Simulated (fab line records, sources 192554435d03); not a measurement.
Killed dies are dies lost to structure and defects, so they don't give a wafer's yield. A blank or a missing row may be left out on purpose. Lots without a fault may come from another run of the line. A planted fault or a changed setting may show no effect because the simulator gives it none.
A struck lot beside a sound one | flow n5_finfet | 15 steps out of a route of 1938
Sound: wafers L830.1, L830.2, L830.4. Struck: wafer L840.2. (L840.4, L840.5 of the same lot were not struck and are left out.) The cause comes at the end.
At each step with rows: each side's tool, then ch and its chambers, then its first start. Under that, the readings that differ: sound wafers | struck wafers | difference of the means | sigmas: that difference in standard deviations of wafers without a fault.
alike: readings whose means differ by less than 2 such deviations, and words and numbers that are the same on both sides. not compared: withheld readings, readings that some wafer has no value for, bounds like >300 that may hide the same value, and numbers for which the record gives no deviation and whose values overlap.
The two part at a step that has a row with sigmas, a row that says differs or no value, or rows on one side only. Numbers that don't overlap but have no deviation are shown without sigmas and don't part them. A reading that every wafer of one side lacks parts them only if that side has two wafers or more.

first, 3 steps without rows for these wafers: N5_SD_EPI_N_EXPOSE_06 (exposes mask SD N BLK, target cd 120 nm); N5_SD_EPI_N_PEB_07 (peb time 60 s); N5_SD_EPI_N_DEVELOP_08 (develop time 30 s).
N5_SD_EPI_N_CD_MEAS_09: target cd 120 nm.
  sound on cd_sem-01 ch 0, day 4 12:11; struck on cd_sem-03 ch 0, day 7 01:35
  alike: cd_nm
N5_SD_EPI_N_OVL_MEAS_10:
  sound on overlay-01 ch 0, day 4 12:13; struck on overlay-01 ch 0, day 7 01:37
  alike: SD_N_BLK_OVL
N5_SD_EPI_N_INSPECT_11: inspects for defects (macro).
  sound on defect_inspect-02, day 4 12:14; struck on defect_inspect-02, day 7 01:38
  alike: raw_defect_count
N5_SD_EPI_N_DESCUM_14: chemistry O2, time 7.9 s.
  sound on rie_diel-05 ch 1,2,3, day 4 12:17; struck on rie_diel-05 ch 2, day 7 01:58
  reading                | sound      | struck | difference | sigmas
  rf_hours_counter_h (h) | 156 195 13 | 214    | +93        |
  alike: drypump_motor_current_A, oes_product_au, rf_vpp_V, showerhead_plenum_p_Torr, throttle_valve_pct
N5_SD_EPI_N_ETCH_34: etches SiARC in CF4, target depth 45.5 nm, time 75.8 s.
  sound on rie_diel-05 ch 1,2,3, day 4 12:19; struck on rie_diel-05 ch 2, day 7 02:00
  reading                | sound      | struck | difference | sigmas
  rf_hours_counter_h (h) | 156 195 13 | 214    | +93        |
  alike: drypump_motor_current_A, etch_rf_on_time_s, oes_product_au, rf_vpp_V, showerhead_plenum_p_Torr, throttle_valve_pct
N5_SD_EPI_N_ETCH_35: etches SOC in N2/H2, overetch 108 nm, time 486 s.
  sound on rie_diel-05 ch 1,2,3, day 4 12:22; struck on rie_diel-05 ch 2, day 7 02:03
  reading                | sound      | struck | difference | sigmas
  rf_hours_counter_h (h) | 156 195 13 | 214    | +93        |
  alike: drypump_motor_current_A, oes_product_au, rf_vpp_V, showerhead_plenum_p_Torr, throttle_valve_pct
then, 1 step without rows for these wafers: N5_SD_EPI_N_STRIP_36 (strips in N2/H2).
N5_SD_EPI_N_ETCHBACK_44: etches SiNx in CH3F/O2, stops on SiO2, target depth 14.5 nm.
  sound on rie_diel-05 ch 1,2,3, day 4 12:41; struck on rie_diel-05 ch 2, day 7 02:23
  reading                | sound      | struck | difference | sigmas
  rf_hours_counter_h (h) | 156 195 13 | 214    | +93        |
  alike: drypump_motor_current_A, oes_product_au, rf_vpp_V, showerhead_plenum_p_Torr, throttle_valve_pct
N5_SD_EPI_N_ETCH_45: etches SiOCN in CH3F/O2, target depth 6 nm.
  sound on rie_diel-05 ch 1,2,3, day 4 12:47; struck on rie_diel-05 ch 2, day 7 02:29
  reading                | sound      | struck | difference | sigmas
  rf_hours_counter_h (h) | 156 195 13 | 214    | +93        |
  alike: drypump_motor_current_A, oes_product_au, rf_vpp_V, showerhead_plenum_p_Torr, throttle_valve_pct
N5_SD_EPI_N_ETCH_16: etches SiO2 in CHF3/O2, target depth 5 nm.
  sound on rie_diel-05 ch 1,2,3, day 4 12:53; struck on rie_diel-05 ch 2, day 7 02:35
  reading                                     | sound            | struck | difference | sigmas
  oes_product_au (a.u.)                       | 0.75 0.72 0.95   | 0.62   | -0.19      | -2
  rf_hours_counter_h (h)                      | 156 195 13       | 214    | +93        |
  model.etch.depth_nm (nm)                    | 5.02 4.954 5.051 | 3.946  | -1.062     |
  model.SiARC_of_SD_EPI_N_COAT_33.thk_nm (nm) | 12.4 12.8 12.4   | 13.8   | +1.3       |
  alike: drypump_motor_current_A, rf_vpp_V, showerhead_plenum_p_Torr, throttle_valve_pct
then, 1 step without rows for these wafers: N5_SD_EPI_N_STRIP_47 (strips in CHF3/O2).
-- the record jumps here: 6 days lie between the struck wafers' starts before and after (it left off in module SD_EPI_N and takes up again in module BEOL_M4, whose first step shown is number 1111 of the route) --
N5_BEOL_M4_RC_MEAS_101:
  sound on prober-02 ch 0, day 10 13:08; struck on prober-01 ch 0, day 13 01:47
  reading       | sound          | struck | difference | sigmas
  DIBL_P (mV/V) | 36.2 34.4 32.9 | 38.4   | +3.9       | +3
  alike: DIBL_N, IOFF_N, IOFF_P, ION_N, ION_P, SS_N, SS_P, VT_N, VT_P

WHERE THEY PART
First at N5_SD_EPI_N_ETCH_16; last, within this record, at N5_BEOL_M4_RC_MEAS_101.

WHY: what the simulator had put in
Process parameter drift: rie_diel-05, from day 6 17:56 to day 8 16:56, at N5_SD_EPI_N_ETCH_16. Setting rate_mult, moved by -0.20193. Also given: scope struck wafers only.
